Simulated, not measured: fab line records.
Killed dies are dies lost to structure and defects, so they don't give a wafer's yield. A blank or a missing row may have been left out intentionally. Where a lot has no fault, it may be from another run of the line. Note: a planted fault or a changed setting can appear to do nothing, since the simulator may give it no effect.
Chamber matching ; flow nandHarc ; NHARC_P_GATE_ETCH_32 on rieSi-01 has 4 sister chambers
The step etches the open film in HBr/Cl2, target depth 150 nm, time 100.1 s. 16 wafers are shown with their chamber, then 8 later ones without.

== EACH WAFER AND ITS CHAMBER ==
wafer;chamber;drypumpMotorCurrentA (A);oesProductAu (a.u.);throttleValvePct (%)
L077.2;3;6.3;0.995;26.414
L077.3;1;5.9;0.976;26.412
L077.5;3;6.3;0.993;26.406
L084.3;2;5.3;1.001;26.404
L084.4;3;6.3;1.009;26.412
L084.5;3;6.3;1.008;26.411
L085.3;2;5.3;0.992;26.401
L085.4;3;6.3;1.003;26.396
L085.5;3;6.3;0.987;26.417
L086.2;3;6.3;0.998;26.398
L086.5;2;5.2;1.001;26.404
L086.6;1;5.9;0.987;26.402
L089.2;0;5.6;1.022;26.396
L089.3;1;5.9;0.999;26.401
L089.6;3;6.3;0.999;26.410
L091.1;2;5.2;0.994;26.412

SIGNATURES (averages over the wafers above)
reading;chamber 0;chamber 1;chamber 2;chamber 3;scatter within a chamber
drypumpMotorCurrentA;5.600;5.900;5.250;6.300;0.0289
oesProductAu;1.02200;0.98733;0.99700;0.99900;0.00777
throttleValvePct;26.39600;26.40500;26.40525;26.40800;0.00668
Rule: for each reading, subtract the chamber's mean from the wafer's reading, divide by that reading's scatter and square the result; add these up over the readings and take the root, which gives the wafer's distance from the chamber. If the next closest chamber is less than 2 further off than the closest, the wafer can't be placed; otherwise it belongs to the closest. The scatter is the square root of a quotient: the sum, over the shown wafers, of each reading's squared deviation from its chamber's mean, divided by wafers minus chambers.

== WAFERS WITHOUT THEIR CHAMBER ==
wafer;drypumpMotorCurrentA (A);oesProductAu (a.u.);throttleValvePct (%)
L091.2;6.0;1.000;26.418
L091.3;5.6;1.001;26.404
L095.1;6.3;0.992;26.400
L095.2;5.7;1.011;26.398
L095.3;5.9;0.989;26.410
L097.2;5.2;0.994;26.397
L097.5;6.3;1.002;26.399
L097.6;5.6;1.007;26.405

== EACH ONE'S CHAMBER ==
wafer;from the rows above;in truth
L091.2;1;1
L091.3;0;0
L095.1;3;3
L095.2;0;0
L095.3;1;1
L097.2;2;2
L097.5;3;3
L097.6;0;0
Correct placement for 8 of the 8. Not placeable from these rows: 0. Placed wrongly: 0.
